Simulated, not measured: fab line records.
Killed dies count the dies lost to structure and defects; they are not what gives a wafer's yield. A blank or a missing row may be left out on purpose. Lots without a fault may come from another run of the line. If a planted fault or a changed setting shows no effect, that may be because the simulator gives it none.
Matching of chambers    flow n5 finfet    N5_BEOL_M4_ILD_DEP_00 on pecvd-02: 3 sister chambers
The step deposits SiOC from DEMS/O2, target thk 79 nm, time 15.3 s. 20 wafers are shown with their chamber, then 10 later ones without.

WAFERS PAIRED WITH THEIR CHAMBERS
wafer   chamber  showerhead vpp V (V)  throttle valve pct (%)  showerhead plenum p Torr (Torr)
L075.3  0        1302                  12.3                    5.698
L075.5  1        1356                  12.3                    5.712
L075.6  0        1349                  12.2                    5.695
L077.1  0        1320                  12.2                    5.691
L077.5  0        1310                  12.3                    5.691
L077.6  1        1344                  12.5                    5.700
L079.2  1        1341                  12.6                    5.710
L079.4  2        1470                  12.4                    5.699
L079.6  1        1351                  12.8                    5.717
L081.1  1        1343                  12.6                    5.712
L081.2  0        1345                  12.1                    5.693
L081.5  2        1490                  12.5                    5.686
L080.1  0        1315                  12.3                    5.677
L080.2  1        1381                  12.5                    5.709
L080.5  0        1305                  12.1                    5.684
L084.1  2        1476                  12.4                    5.702
L084.4  1        1367                  12.5                    5.726
L084.5  0        1311                  12.0                    5.688
L087.3  2        1468                  12.3                    5.714
L087.5  2        1456                  12.4                    5.718

SIGNATURES (means of the wafers above)
reading                   chamber 0  chamber 1  chamber 2  scatter within a chamber
showerhead vpp V          1319.62    1354.71    1472.00    15.6
throttle valve pct        12.188     12.543     12.400     0.12
showerhead plenum p Torr  5.68962    5.71229    5.70380    0.00886
Rule: distance of a wafer from a chamber = root of the sum over the readings of ((wafer's reading minus chamber's mean) / reading's scatter) squared. If the next closest chamber is less than 2 further off than the closest, the wafer can't be placed; otherwise it belongs to the closest. The scatter: the root of (the sum of the squares of (reading less its chamber's mean) over the shown wafers, divided by (wafers less chambers)).

WAFERS WHOSE CHAMBER IS MISSING
wafer   showerhead vpp V (V)  throttle valve pct (%)  showerhead plenum p Torr (Torr)
L087.6  1308                  12.1                    5.687
L096.1  1463                  12.7                    5.716
L096.3  1466                  12.3                    5.701
L096.5  1327                  11.9                    5.682
L095.3  1452                  12.5                    5.714
L095.5  1452                  12.4                    5.699
L095.6  1331                  11.9                    5.684
L097.2  1332                  12.3                    5.694
L097.4  1292                  12.2                    5.685
L097.6  1346                  12.4                    5.701

CHAMBER TAKEN BY EACH
wafer   from the rows above      in truth
L087.6  0                        0
L096.1  2                        2
L096.3  2                        2
L096.5  0                        0
L095.3  2                        2
L095.5  2                        2
L095.6  0                        0
L097.2  can't be placed: 0 or 1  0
L097.4  0                        0
L097.6  can't be placed: 1 or 0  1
Correct placement for 8 of the 10. Cannot be placed on the basis of these rows: 2; the candidates contain the true chamber in 2. Placed wrongly: 0.
